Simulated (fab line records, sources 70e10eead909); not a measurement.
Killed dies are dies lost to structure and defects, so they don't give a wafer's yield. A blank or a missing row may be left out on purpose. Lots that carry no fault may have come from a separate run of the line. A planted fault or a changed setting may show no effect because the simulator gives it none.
fab line records | flow nand-harc
record: lots: 11 | wafers: 33 | last-day: 35
route steps=1302 shown P_ZERO_WELL@16 P_GATE@124 END@1302
lots that met no fault: taken from a fault-free run of the same line
start-h: hours from the record's first day to the start of the lot's first wafer shown | wait-h: how many hours have passed since the lot's step before this one | " identical to the entry in the row above | L1.1+2: a row that stands for several wafers | - no value, or no start given | * or withheld: withheld | < > ~ a bound
route shown NAME@n: a module of which the file shows steps, and the number in the route of the first | usual: the fault-free wafers' mean and standard deviation | same: alike in all rows | chamber/n: place in a boat | sites: the reading at each site | _std_site: how widely they spread, as a standard deviation | _edge_site: the outer-site mean with the inner-site mean subtracted | radius-mm: for every site, how far away it sits from the centre of the wafer | mask NAME#n: copy n | behind: the tool/chamber that last shaped the wafer | hold: why the lot went on hold/how many hours it stayed there/how the hold came to an end | device: whichever transistor did not switch (one of n, p or np) | end of line: the route-end tests of the same wafers | a step given without rows: its recipe and nothing more | killed: the dies lost at the first sort to structure and to defects; this is not the yield of the wafer | map: dies across one wafer; x = killed, . = not, _ = none there
set.NAME: the setting the step ran with; set.NAME@STEP: the setting that earlier step ran with | model.NAME: the simulator's own value behind a step, which no gauge read
steps of the route over a sample of lots; a table a step, a row a wafer
services: when a tool's chamber went out of use (start-h, in hours from the record's first day, below 0 if earlier), for how many hours, and the reason
== steps ==
step: NHARC_P_ZERO_WELL_DESCUM_13
recipe: time-s: 3 | o2-flow-sccm: 200 | ar-flow-sccm: 0 | bias-power-w: 0 | chemistry: O2
usual: chamber-pressure-mTorr: 60.00/0.058 | drypump-motor-current-A: 5.8/0.48 | oes-product-au: 1.001/0.007 | rf-vpp-V: 57.6/0.79 | showerhead-plenum-p-Torr: 1.89/0.065 | throttle-valve-pct: 11.311/0.0088
lot.wafer | tool        | chamber | start-h | wait-h | chamber-pressure-mTorr | drypump-motor-current-A | oes-product-au | rf-hours-counter-h | rf-vpp-V | showerhead-plenum-p-Torr | throttle-valve-pct
L476.1    | rie-diel-10 | 0       | 31.53   | -      | 60.01                  | 6.3                     | 1.015          | 48                 | 57.4     | 1.95                     | 11.309
L476.4    | "           | 2       | "       | "      | 59.94                  | 6.0                     | 1.009          | 42                 | 55.9     | 1.83                     | 11.306
L476.5    | "           | 3       | "       | "      | 59.93                  | 5.5                     | 1.015          | -                  | 57.1     | 1.87                     | 11.318
L478.4    | rie-diel-07 | 3       | 51.39   | -      | 59.96                  | 6.1                     | 1.013          | 36                 | 56.6     | 1.88                     | 11.308
L478.3    | "           | 2       | "       | "      | 59.82                  | 5.9                     | 0.994          | 33                 | 59.1     | 1.93                     | 11.314
L478.6    | "           | 3       | "       | "      | 59.95                  | 6.1                     | 1.012          | -                  | 58.4     | 1.88                     | 11.304
L481.4    | rie-diel-07 | 1       | 81.42   | -      | 60.08                  | 5.7                     | 0.997          | 42                 | 58.1     | 1.90                     | 11.313
L481.6    | "           | 0       | "       | "      | 59.97                  | 6.5                     | 0.997          | -                  | 56.9     | 2.06                     | 11.311
L481.5    | "           | 1       | "       | "      | 60.04                  | 5.7                     | 1.009          | -                  | 58.0     | 1.90                     | 11.299
L482.2    | rie-diel-10 | 3       | 91.67   | -      | 59.99                  | 5.6                     | 1.006          | 8                  | 57.6     | 1.86                     | 11.317
L482.5    | "           | 0       | "       | "      | 60.00                  | 6.3                     | 1.010          | -                  | 58.2     | 1.95                     | 11.317
L482.6    | "           | 1       | "       | "      | 59.98                  | 5.2                     | 0.995          | -                  | 56.8     | 1.88                     | 11.312
L483.2    | rie-diel-10 | 0       | 101.34  | -      | 60.08                  | 6.3                     | 0.994          | 9                  | 56.8     | 1.95                     | 11.312
L483.1    | "           | 1       | "       | "      | 60.04                  | 5.1                     | 0.984          | 8                  | 57.8     | 1.88                     | 11.314
L483.4    | "           | 3       | "       | "      | 59.93                  | 5.6                     | 1.003          | 11                 | 56.9     | 1.86                     | 11.311
L484.4    | rie-diel-10 | 1       | 111.44  | -      | 60.00                  | 5.2                     | 0.999          | 10                 | 57.2     | 1.88                     | 11.300
L484.3    | "           | 3       | "       | "      | 59.99                  | 5.6                     | 1.003          | 11                 | 57.6     | 1.86                     | 11.326
L484.2    | "           | 0       | "       | "      | 60.17                  | 6.3                     | 0.998          | 10                 | 58.6     | 1.95                     | 11.317
L485.3    | rie-diel-10 | 0       | 121.40  | -      | 59.97                  | 6.3                     | 0.998          | 12                 | 58.6     | 1.95                     | 11.311
L485.1    | "           | 1       | "       | "      | 59.99                  | 5.1                     | 0.996          | 12                 | 58.2     | 1.87                     | 11.316
L485.5    | "           | 3       | "       | "      | 60.06                  | 5.6                     | 1.003          | -                  | 56.0     | 1.86                     | 11.315
L486.3    | rie-diel-04 | 1       | 131.29  | -      | 59.97                  | 4.9                     | 1.005          | 40                 | 57.3     | 1.81                     | 11.299
L486.2    | "           | 3       | "       | "      | 59.93                  | 6.2                     | 0.991          | 51                 | 57.1     | 1.98                     | 11.303
L486.6    | "           | 0       | "       | "      | 59.96                  | 4.6                     | 1.002          | -                  | 58.2     | 1.77                     | 11.304
L487.4    | rie-diel-04 | 1       | 141.39  | -      | 59.95                  | 4.9                     | 1.005          | 41                 | 57.7     | 1.81                     | 11.302
L487.3    | "           | 2       | "       | "      | 59.98                  | 5.8                     | 0.992          | 37                 | 58.0     | 1.89                     | 11.317
L487.5    | "           | 1       | "       | "      | 60.06                  | 4.9                     | 1.009          | -                  | 57.0     | 1.81                     | 11.308
L488.4    | rie-diel-10 | 1       | 151.28  | -      | 59.99                  | 5.2                     | 0.991          | 21                 | 57.3     | 1.87                     | 11.315
L488.2    | "           | 2       | "       | "      | 60.03                  | 5.9                     | 1.007          | 22                 | 57.7     | 1.82                     | 11.320
L488.5    | "           | 0       | "       | "      | 60.00                  | 6.3                     | 0.999          | -                  | 59.4     | 1.94                     | 11.315
L498.2    | rie-diel-04 | 2       | 251.27  | -      | 60.04                  | 5.8                     | 1.010          | 19                 | 57.5     | 1.88                     | 11.311
L498.3    | "           | 0       | "       | "      | 60.09                  | 4.6                     | 0.990          | 20                 | 57.4     | 2.07                     | 11.307
L498.5    | "           | 2       | "       | "      | 60.00                  | 5.8                     | 1.007          | -                  | 57.6     | 1.88                     | 11.321
step: NHARC_P_ZERO_WELL_CD_MEAS_24
recipe: target-cd-nm: 720 | landing-energy-ev: 500
usual: cd-nm: 719.8/1.4
lot.wafer | tool      | chamber | start-h | wait-h | cd-nm
L476.1    | cd-sem-03 | 0       | 32.71   | -      | 721.0
L476.4    | "         | 0       | "       | "      | 718.9
L476.5    | "         | 0       | "       | "      | 719.9
L478.3    | cd-sem-03 | 0       | 52.58   | -      | 721.7
L478.4    | "         | 0       | "       | "      | 721.1
L478.6    | "         | 0       | "       | "      | 720.0
L481.4    | cd-sem-03 | 0       | 82.60   | -      | 720.3
L481.5    | "         | 0       | "       | "      | 720.7
L481.6    | "         | 0       | "       | "      | 720.5
L482.2    | cd-sem-02 | 0       | 92.83   | -      | 718.1
L482.5    | "         | 0       | "       | "      | 718.3
L482.6    | "         | 0       | "       | "      | 717.5
L483.1    | cd-sem-01 | 0       | 102.53  | -      | 719.3
L483.2    | "         | 0       | "       | "      | 719.1
L483.4    | "         | 0       | "       | "      | 721.1
L484.2    | cd-sem-01 | 0       | 112.50  | -      | 720.3
L484.3    | "         | 0       | "       | "      | 717.9
L484.4    | "         | 0       | "       | "      | 717.9
L485.1    | cd-sem-03 | 0       | 122.64  | -      | 720.0
L485.3    | "         | 0       | "       | "      | 719.2
L485.5    | "         | 0       | "       | "      | 720.3
L486.2    | cd-sem-01 | 0       | 132.38  | -      | 720.5
L486.3    | "         | 0       | "       | "      | 719.8
L486.6    | "         | 0       | "       | "      | 721.7
L487.3    | cd-sem-03 | 0       | 142.58  | -      | 720.8
L487.4    | "         | 0       | "       | "      | 719.3
L487.5    | "         | 0       | "       | "      | 718.7
L488.2    | cd-sem-01 | 0       | 152.49  | -      | 722.0
L488.4    | "         | 0       | "       | "      | 721.8
L488.5    | "         | 0       | "       | "      | 721.7
L498.2    | cd-sem-01 | 0       | 252.46  | -      | 718.9
L498.3    | "         | 0       | "       | "      | 717.6
L498.5    | "         | 0       | "       | "      | 717.4
step: NHARC_P_ZERO_WELL_EXPOSE_34
recipe: na: 0.6 | target-cd-nm: 720 | dose-mj: 22.31 | mask-id: P_PWELL
usual: reticle-temp-C: 22.98/0.1
same: na: 0.6
lot.wafer | tool           | chamber | start-h | wait-h | mask         | reticle-temp-C
L476.1    | krf-scanner-01 | 0       | 34.07   | -      | P_PWELL#0    | 23.06
L476.4    | "              | 0       | "       | "      | P_PWELL#0    | 23.06
L476.5    | "              | 0       | "       | "      | P_PWELL#0    | 22.89
L478.3    | krf-scanner-01 | 0       | 57.17   | -      | P_PWELL#0    | 22.92
L478.4    | "              | 0       | "       | "      | P_PWELL#0    | 22.85
L478.6    | "              | 0       | "       | "      | P_PWELL#0    | 22.74
L481.4    | krf-scanner-01 | 0       | 84.08   | -      | P_PWELL#0    | 22.97
L481.5    | "              | 0       | "       | "      | P_PWELL#0    | 22.88
L481.6    | "              | 0       | "       | "      | P_PWELL#0    | 22.98
L482.2    | krf-scanner-04 | 0       | 94.34   | -      | P_PWELL#0    | 22.95
L482.5    | "              | 0       | "       | "      | P_PWELL#0    | 23.12
L482.6    | "              | 0       | "       | "      | P_PWELL#0    | 22.93
L483.1    | krf-scanner-01 | 0       | 104.04  | -      | P_PWELL#0    | 22.89
L483.2    | "              | 0       | "       | "      | P_PWELL#0    | 23.00
L483.4    | "              | 0       | "       | "      | P_PWELL#0    | 23.02
L484.2    | krf-scanner-02 | 0       | 113.99  | -      | P_PWELL#0    | 23.02
L484.3    | "              | 0       | "       | "      | P_PWELL#0    | 23.02
L484.4    | "              | 0       | "       | "      | P_PWELL#0    | 22.95
L485.1    | krf-scanner-04 | 0       | 124.15  | -      | P_PWELL#0    | 23.10
L485.3    | "              | 0       | "       | "      | P_PWELL#0    | 23.03
L485.5    | "              | 0       | "       | "      | P_PWELL#0    | 23.13
L486.2    | krf-scanner-02 | 0       | 133.87  | -      | P_PWELL#0    | 22.93
L486.3    | "              | 0       | "       | "      | P_PWELL#0    | 23.09
L486.6    | "              | 0       | "       | "      | P_PWELL#0    | 22.86
L487.3    | krf-scanner-02 | 0       | 143.96  | -      | P_PWELL#0    | 22.87
L487.4    | "              | 0       | "       | "      | P_PWELL#0    | 23.11
L487.5    | "              | 0       | "       | "      | P_PWELL#0    | 22.98
L488.2    | krf-scanner-01 | 0       | 153.97  | -      | P_PWELL_R1#0 | 23.11
L488.4    | "              | 0       | "       | "      | P_PWELL_R1#0 | 23.09
L488.5    | "              | 0       | "       | "      | P_PWELL_R1#0 | 23.13
L498.2    | krf-scanner-01 | 0       | 253.98  | -      | P_PWELL#0    | 22.93
L498.3    | "              | 0       | "       | "      | P_PWELL#0    | 22.86
L498.5    | "              | 0       | "       | "      | P_PWELL#0    | 22.98
step: NHARC_P_ZERO_WELL_CD_MEAS_37
recipe: target-cd-nm: 720 | landing-energy-ev: 500
usual: cd-nm: 719.8/1.4
lot.wafer | tool      | chamber | start-h | wait-h | hold                     | cd-nm
L476.1    | cd-sem-03 | 0       | 34.23   | -      | -                        | 719.3
L476.4    | "         | 0       | "       | "      | -                        | 719.2
L476.5    | "         | 0       | "       | "      | -                        | 717.8
L478.3    | cd-sem-01 | 0       | 57.33   | -      | -                        | 721.1
L478.4    | "         | 0       | "       | "      | -                        | 721.8
L478.6    | "         | 0       | "       | "      | -                        | 721.6
L481.4    | cd-sem-03 | 0       | 84.23   | -      | -                        | 721.2
L481.5    | "         | 0       | "       | "      | -                        | 720.0
L481.6    | "         | 0       | "       | "      | -                        | 717.6
L482.2    | cd-sem-01 | 0       | 94.49   | -      | -                        | 720.7
L482.5    | "         | 0       | "       | "      | -                        | 718.7
L482.6    | "         | 0       | "       | "      | -                        | 718.9
L483.1    | cd-sem-01 | 0       | 104.19  | -      | -                        | 722.2
L483.2    | "         | 0       | "       | "      | -                        | 721.9
L483.4    | "         | 0       | "       | "      | -                        | 722.0
L484.2    | cd-sem-01 | 0       | 114.14  | -      | -                        | 719.5
L484.3    | "         | 0       | "       | "      | -                        | 720.3
L484.4    | "         | 0       | "       | "      | -                        | 721.4
L485.1    | cd-sem-03 | 0       | 124.30  | -      | -                        | 719.2
L485.3    | "         | 0       | "       | "      | -                        | 719.5
L485.5    | "         | 0       | "       | "      | -                        | 722.3
L486.2    | cd-sem-01 | 0       | 134.02  | -      | -                        | 717.8
L486.3    | "         | 0       | "       | "      | -                        | 716.7
L486.6    | "         | 0       | "       | "      | -                        | 718.8
L487.3    | cd-sem-01 | 0       | 144.11  | -      | -                        | 718.2
L487.4    | "         | 0       | "       | "      | -                        | 718.1
L487.5    | "         | 0       | "       | "      | -                        | 717.2
L488.2    | cd-sem-03 | 0       | 154.13  | -      | await-dispo/0.2h/release | 739.0
L488.4    | "         | 0       | "       | "      | await-dispo/0.2h/release | 739.0
L488.5    | "         | 0       | "       | "      | await-dispo/0.2h/release | 740.6
L488.2    | cd-sem-03 | 0       | -       | -      | -                        | 738.7
L488.4    | "         | 0       | "       | "      | -                        | 739.0
L488.5    | "         | 0       | "       | "      | -                        | 740.3
L498.2    | cd-sem-02 | 0       | 254.13  | -      | -                        | 718.8
L498.3    | "         | 0       | "       | "      | -                        | 718.1
L498.5    | "         | 0       | "       | "      | -                        | 719.1
step: NHARC_P_GATE_DESCUM_13
recipe: time-s: 3 | o2-flow-sccm: 200 | ar-flow-sccm: 0 | bias-power-w: 0 | chemistry: O2
usual: chamber-pressure-mTorr: 60.00/0.05 | drypump-motor-current-A: 5.6/0.32 | oes-product-au: 0.999/0.007 | rf-vpp-V: 57.8/0.79 | showerhead-plenum-p-Torr: 1.90/0.08 | throttle-valve-pct: 11.312/0.008
lot.wafer | tool        | chamber | start-h | wait-h | chamber-pressure-mTorr | drypump-motor-current-A | oes-product-au | rf-hours-counter-h | rf-vpp-V | showerhead-plenum-p-Torr | throttle-valve-pct
L476.1    | rie-diel-13 | 1       | 88.99   | -      | 60.03                  | 5.4                     | 0.994          | 4.2                | 56.9     | 1.80                     | 11.308
L476.4    | "           | 2       | "       | "      | 59.96                  | 5.8                     | 0.996          | 4.1                | 57.8     | 1.94                     | 11.303
L476.5    | "           | 0       | "       | "      | 59.97                  | 5.2                     | 0.999          | -                  | 58.2     | 1.82                     | 11.319
L478.3    | rie-diel-05 | 1       | 116.61  | -      | 60.09                  | 5.9                     | 1.015          | 3.7                | 57.7     | 1.97                     | 11.322
L478.4    | "           | 2       | "       | "      | 59.94                  | 6.0                     | 0.993          | 4.2                | 57.5     | 1.80                     | 11.311
L478.6    | "           | 1       | "       | "      | 59.94                  | 5.9                     | 1.001          | -                  | 57.3     | 1.97                     | 11.319
L481.4    | rie-diel-02 | 1       | 141.20  | -      | 59.98                  | 5.4                     | 0.999          | 4.0                | 58.2     | 1.94                     | 11.304
L481.6    | "           | 3       | "       | "      | 60.02                  | 6.2                     | 1.003          | -                  | 59.5     | 2.02                     | 11.315
L481.5    | "           | 0       | "       | "      | 60.01                  | 5.6                     | 0.999          | -                  | 58.8     | 1.96                     | 11.313
L482.2    | rie-diel-02 | 3       | 156.28  | -      | 60.01                  | 6.2                     | 0.991          | 5.4                | 57.4     | 2.02                     | 11.307
L482.5    | "           | 0       | "       | "      | 60.03                  | 5.6                     | 0.999          | -                  | 57.3     | 1.96                     | 11.324
L482.6    | "           | 1       | "       | "      | 60.11                  | 5.3                     | 0.991          | -                  | 57.0     | 1.94                     | 11.312
L483.2    | rie-diel-05 | 0       | 156.42  | -      | 60.00                  | 5.4                     | 0.993          | 6.6                | 58.6     | 2.05                     | 11.308
L483.1    | "           | 1       | "       | "      | 59.98                  | 5.9                     | 1.017          | 4.5                | 59.4     | 1.97                     | 11.319
L483.4    | "           | 1       | "       | "      | 59.94                  | 5.9                     | 1.021          | -                  | 57.6     | 1.97                     | 11.311
L484.2    | rie-diel-02 | 3       | 172.55  | -      | 60.07                  | 6.2                     | 1.004          | 6.3                | 58.3     | 2.02                     | 11.300
L484.4    | "           | 0       | "       | "      | 60.03                  | 5.6                     | 1.004          | 6.7                | 58.0     | 1.96                     | 11.311
L484.3    | "           | 2       | "       | "      | 59.98                  | 5.3                     | 1.008          | 5.7                | 58.1     | 1.84                     | 11.315
L485.1    | rie-diel-13 | 0       | 177.96  | -      | 59.96                  | 5.2                     | 1.013          | 0.4                | 57.6     | 1.82                     | 11.323
L485.3    | "           | 2       | "       | "      | 59.99                  | 5.8                     | 0.999          | 0.7                | 58.4     | 1.94                     | 11.312
L485.5    | "           | 0       | "       | "      | 60.06                  | 5.2                     | 1.016          | -                  | 57.6     | 1.82                     | 11.294
L486.3    | rie-diel-13 | 3       | 191.23  | -      | 60.07                  | 5.8                     | 1.005          | 0.9                | 56.5     | 1.91                     | 11.299
L486.2    | "           | 0       | "       | "      | 59.98                  | 5.2                     | 0.999          | 0.9                | 57.2     | 1.82                     | 11.319
L486.6    | "           | 1       | "       | "      | 60.05                  | 5.4                     | 0.998          | -                  | 58.6     | 1.80                     | 11.312
L487.3    | rie-diel-02 | 3       | 197.42  | -      | 60.03                  | 6.2                     | 1.004          | 7.4                | 58.6     | 2.01                     | 11.324
L487.4    | "           | 1       | "       | "      | 60.04                  | 5.4                     | 0.999          | 7.7                | 58.7     | 1.93                     | 11.303
L487.5    | "           | 3       | "       | "      | 59.91                  | 6.2                     | 0.999          | -                  | 57.0     | 2.02                     | 11.316
L488.4    | rie-diel-13 | 1       | 213.28  | -      | 60.04                  | 5.4                     | 0.998          | 1.0                | 58.1     | 1.80                     | 11.308
L488.2    | "           | 2       | "       | "      | 60.03                  | 5.8                     | 0.996          | 1.2                | 57.4     | 1.94                     | 11.312
L488.5    | "           | 0       | "       | "      | 60.00                  | 5.2                     | 0.992          | -                  | 57.7     | 1.82                     | 11.318
L498.3    | rie-diel-13 | 0       | 320.38  | -      | 60.01                  | 5.1                     | 0.997          | 8.5                | 57.6     | 1.82                     | 11.315
L498.2    | "           | 3       | "       | "      | 59.98                  | 5.7                     | 0.996          | 7.4                | 58.2     | 1.91                     | 11.318
L498.5    | "           | 1       | "       | "      | 59.94                  | 5.5                     | 1.000          | -                  | 57.1     | 1.80                     | 11.303
step: NHARC_END_SORT_01
recipe: temp-c: 25
usual: killed-at-array: 44/16 | killed-at-other: 0.6/1.1 | killed-at-periphery: 3.9/2.6 | killed-dies: 48/16 | killed-open: 3.1/1.9 | killed-short: 2.4/1.8
same: gross-dies: 677
lot.wafer | tool      | chamber | start-h | wait-h | killed-at-array | killed-at-other | killed-at-periphery | killed-dies | killed-open | killed-short
L483.1    | prober-02 | 0       | 624.03  | 2.5    | 74              | 0               | 1                   | 75          | 3           | 4
L483.2    | prober-02 | 0       | 624.84  | 2.8    | 60              | 0               | 7                   | 67          | 1           | 4
L483.4    | prober-02 | 0       | 626.45  | 3.4    | 42              | 0               | 3                   | 45          | 6           | 1
L482.2    | prober-01 | 0       | 639.54  | 2.8    | 44              | 0               | 4                   | 48          | 0           | 2
L482.5    | prober-01 | 0       | 641.97  | 3.7    | 45              | 2               | 2                   | 49          | 2           | 4
L482.6    | prober-01 | 0       | 642.78  | 4.0    | 29              | 0               | 2                   | 31          | 1           | 2
L484.2    | prober-02 | 0       | 654.05  | 2.8    | 58              | 0               | 6                   | 64          | 5           | 3
L484.3    | prober-02 | 0       | 654.86  | 3.1    | 54              | 0               | 4                   | 58          | 2           | 3
L484.4    | prober-02 | 0       | 655.66  | 3.4    | 35              | 0               | 4                   | 39          | 3           | 1
L488.2    | prober-01 | 0       | 695.93  | 2.8    | 38              | 0               | 10                  | 48          | 7           | 2
L488.4    | prober-01 | 0       | 697.54  | 3.4    | 38              | 1               | 5                   | 44          | 3           | 2
L488.5    | prober-01 | 0       | 698.34  | 3.7    | 40              | 0               | 4                   | 44          | 1           | 4
killed by level:class
L483.1 A_CHANNEL_HOLE_D1:chamber-film-flake=29 A_CHANNEL_HOLE_D2:chamber-film-flake=19 A_CONTACT:chamber-film-flake=8 A_STAIRCASE:chamber-film-flake=4 A_SGD_CUT:chamber-film-flake=4 A_M0:chamber-film-flake=3 A_ONON_D2:geometric-particle:short=2 P_M0:geometric-particle:open=1
L483.2 A_CHANNEL_HOLE_D2:chamber-film-flake=29 A_CHANNEL_HOLE_D1:chamber-film-flake=16 A_CONTACT:chamber-film-flake=5 A_STAIRCASE:chamber-film-flake=4 P_ZERO_WELL:chamber-film-flake=3 P_M1:chamber-film-flake=2 A_WL_FILL:chamber-film-flake=2 P_CONTACT:geometric-particle:open=1
L483.4 A_CHANNEL_HOLE_D1:chamber-film-flake=12 A_CHANNEL_HOLE_D2:chamber-film-flake=12 A_STAIRCASE:chamber-film-flake=4 A_CONTACT:chamber-film-flake=4 A_CHANNEL_FILL_D2:geometric-particle:open=2 A_SOURCE_PLATE:geometric-particle:short=1 A_SOURCE_PLATE:geometric-particle:open=1 A_SGD_CUT:geometric-particle:open=1
L482.2 A_SLIT:chamber-film-flake=15 A_CHANNEL_HOLE_D2:chamber-film-flake=9 A_SGD_CUT:chamber-film-flake=4 A_CONTACT:chamber-film-flake=4 A_CHANNEL_HOLE_D1:chamber-film-flake=3 A_STAIRCASE:chamber-film-flake=3 A_CHANNEL_FILL_D1:geometric-particle:short=2 P_GATE:chamber-film-flake=2
L482.5 A_SLIT:chamber-film-flake=15 A_CHANNEL_HOLE_D2:chamber-film-flake=8 A_STAIRCASE:chamber-film-flake=4 A_CONTACT:chamber-film-flake=4 A_ONON_D1:geometric-particle:short=2 A_CHANNEL_HOLE_D1:chamber-film-flake=2 A_SGD_CUT:chamber-film-flake=2 A_WL_FILL:chamber-film-flake=2
L482.6 A_SLIT:chamber-film-flake=14 A_STAIRCASE:chamber-film-flake=5 A_WL_FILL:chamber-film-flake=3 A_CHANNEL_HOLE_D1:chamber-film-flake=2 A_CHANNEL_HOLE_D2:chamber-film-flake=2 P_GATE:geometric-particle:open=1 A_SGD_CUT:geometric-particle:short=1 A_WL_FILL:geometric-particle:short=1
L484.2 A_CHANNEL_HOLE_D1:chamber-film-flake=36 A_CHANNEL_HOLE_D2:chamber-film-flake=11 A_CONTACT:chamber-film-flake=4 A_ONON_D1:geometric-particle:short=3 P_M0:geometric-particle:open=2 P_M1:chamber-film-flake=2 A_CHANNEL_FILL_D2:geometric-particle:open=1 A_WL_FILL:geometric-particle:open=1
L484.3 A_CHANNEL_HOLE_D1:chamber-film-flake=36 A_CHANNEL_HOLE_D2:chamber-film-flake=6 A_CONTACT:chamber-film-flake=3 P_GATE:chamber-film-flake=2 A_STAIRCASE:chamber-film-flake=2 A_ONON_D1:geometric-particle:short=1 A_CHANNEL_FILL_D1:geometric-particle:short=1 A_CHANNEL_HOLE_D2:geometric-particle:short=1
L484.4 A_CHANNEL_HOLE_D1:chamber-film-flake=21 A_CHANNEL_HOLE_D2:chamber-film-flake=8 A_CHANNEL_FILL_D2:geometric-particle:open=2 A_STAIRCASE:chamber-film-flake=2 A_CONTACT:chamber-film-flake=2 P_CONTACT:geometric-particle:short=1 P_M0:geometric-particle:open=1 P_GATE:chamber-film-flake=1
L488.2 A_SLIT:chamber-film-flake=18 A_CONTACT:chamber-film-flake=7 P_GATE:chamber-film-flake=5 P_M0:geometric-particle:open=3 A_DECK1_JOINT:chamber-film-flake=3 P_CONTACT:geometric-particle:open=2 A_CHANNEL_FILL_D1:geometric-particle:open=1 A_CHANNEL_FILL_D2:geometric-particle:open=1
L488.4 A_SLIT:chamber-film-flake=21 A_CONTACT:chamber-film-flake=5 P_STI:chamber-film-flake=3 A_CHANNEL_HOLE_D1:chamber-film-flake=3 P_GATE:chamber-film-flake=2 A_CHANNEL_HOLE_D1:geometric-particle:short=1 A_CHANNEL_FILL_D1:geometric-particle:open=1 A_DECK1_JOINT:geometric-particle:open=1
L488.5 A_SLIT:chamber-film-flake=21 A_CONTACT:chamber-film-flake=5 A_CHANNEL_HOLE_D1:chamber-film-flake=4 A_CHANNEL_FILL_D2:chamber-film-flake=3 A_WL_FILL:chamber-film-flake=2 P_CONTACT:geometric-particle:short=1 A_ONON_D1:geometric-particle:short=1 A_WL_FILL:geometric-particle:short=1
== services ==
tool           | chamber | start-h | hours | kind
rie-diel-02    | -       | 39.70   | 9.0   | pm
rie-diel-02    | 0       | 61.37   | 5.3   | repair
rie-diel-10    | -       | 65.56   | 9.0   | pm
rie-diel-10    | -       | 79.02   | 0.8   | repair
rie-diel-13    | 1       | 99.09   | 21.6  | repair
rie-diel-02    | 1       | 99.57   | 4.2   | repair
rie-diel-10    | 3       | 105.62  | 4.3   | repair
rie-diel-10    | 2       | 117.65  | 6.5   | repair
krf-scanner-01 | -       | 140.00  | 4.0   | pm
rie-diel-13    | 2       | 157.17  | 13.9  | repair
rie-diel-13    | -       | 165.00  | 9.0   | pm
rie-diel-13    | 2       | 190.15  | 9.5   | repair
rie-diel-13    | 1       | 198.32  | 14.4  | repair
rie-diel-02    | -       | 216.70  | 9.0   | pm
rie-diel-13    | 3       | 224.94  | 2.1   | repair
rie-diel-13    | 1       | 241.24  | 4.2   | repair
rie-diel-10    | -       | 242.56  | 9.0   | pm
rie-diel-13    | -       | 283.09  | 1.3   | repair
rie-diel-13    | 2       | 284.89  | 14.4  | repair
rie-diel-10    | 2       | 296.65  | 10.1  | repair
rie-diel-13    | 1       | 301.41  | 6.5   | repair
rie-diel-02    | 2       | 310.91  | 4.4   | repair
krf-scanner-01 | -       | 312.00  | 4.0   | pm
rie-diel-10    | 3       | 320.07  | 71.0  | repair
== key ==
first-sign: step: NHARC_P_ZERO_WELL_EXPOSE_34 | reading: mask | direction: changed
effect: step: NHARC_P_ZERO_WELL_CD_MEAS_37 | reading: visit | direction: added
effect: step: NHARC_P_ZERO_WELL_CD_MEAS_37 | reading: cd-nm | direction: up | sigmas: 14 | usual: 719.8 | struck: 739.6
met-at NHARC_P_ZERO_WELL_EXPOSE_34
struck-lots L488
tester-left-out L488
not-acting-at NHARC_P_ZERO_WELL_DESCUM_13,NHARC_P_ZERO_WELL_CD_MEAS_24,NHARC_P_GATE_DESCUM_13
onset-between 104.04 153.97
fault: kind: wrong-mask | tool: any | chamber: - | onset-h: 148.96 | steps: NHARC_P_ZERO_WELL_EXPOSE_34 | aux-copy: P_PWELL_R1#0 | cd-offset-nm: 19.604 | scope: struck-lots-only
tester-left-out: of these lots the tester's yield and bins aren't shown, on N5 and GAA mostly nor the transistor test; their killed dies are dies lost to structure and defects alone, not to doping, threshold or leakage, so they don't give the yield
